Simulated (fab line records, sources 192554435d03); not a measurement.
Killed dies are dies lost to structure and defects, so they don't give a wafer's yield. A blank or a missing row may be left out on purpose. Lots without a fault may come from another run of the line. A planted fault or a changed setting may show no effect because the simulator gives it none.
Chamber matching | flow n5_finfet | N5_BEOL_M10_ETCH_62 on rie_diel-05: 4 sister chambers
The step etches SOC in N2/H2, target depth 110 nm, overetch 22 nm, time 165 s. 8 wafers are shown with their chamber, then 9 later ones without.

WAFERS WITH THEIR CHAMBER
wafer  | chamber | showerhead_plenum_p_Torr (Torr) | throttle_valve_pct (%)
L079.1 | 3       | 2.61                            | 17.77
L079.4 | 1       | 2.49                            | 17.81
L087.4 | 1       | 2.48                            | 17.82
L087.5 | 0       | 2.34                            | 18.31
L092.3 | 0       | 2.34                            | 18.34
L094.3 | 3       | 2.60                            | 17.81
L094.4 | 2       | 2.64                            | 17.75
L094.5 | 2       | 2.64                            | 17.74

WAFERS WITHOUT THEIR CHAMBER
wafer  | showerhead_plenum_p_Torr (Torr) | throttle_valve_pct (%)
L096.1 | 2.60                            | 17.82
L096.3 | 2.64                            | 17.74
L096.4 | 2.47                            | 17.87
L097.1 | 2.64                            | 17.74
L097.2 | 2.33                            | 18.36
L097.3 | 2.59                            | 17.84
L097.4 | 2.47                            | 17.87
L097.5 | 2.47                            | 17.87
L097.6 | 2.34                            | 18.35

WHICH CHAMBER EACH WENT THROUGH
wafer  | from the rows above | in truth
L096.1 | 3                   | 3
L096.3 | 2                   | 2
L096.4 | 1                   | 1
L097.1 | 2                   | 2
L097.2 | 0                   | 0
L097.3 | 3                   | 3
L097.4 | 1                   | 1
L097.5 | 1                   | 1
L097.6 | 0                   | 0
Placed correctly: 9 of 9. Can't be placed from these rows: 0. Placed wrongly: 0.
How it was worked out, from the rows above alone: a wafer's distance from a chamber is the root of the sum, over the readings, of the square of ((its reading less the chamber's mean) divided by the reading's scatter). The wafer belongs to the nearest chamber; if the next one is less than 2 further off, it can't be placed. A chamber's mean is the mean of its shown wafers. The scatter: the root of (the sum of the squares of (reading less its chamber's mean) over the shown wafers, divided by (wafers less chambers)).
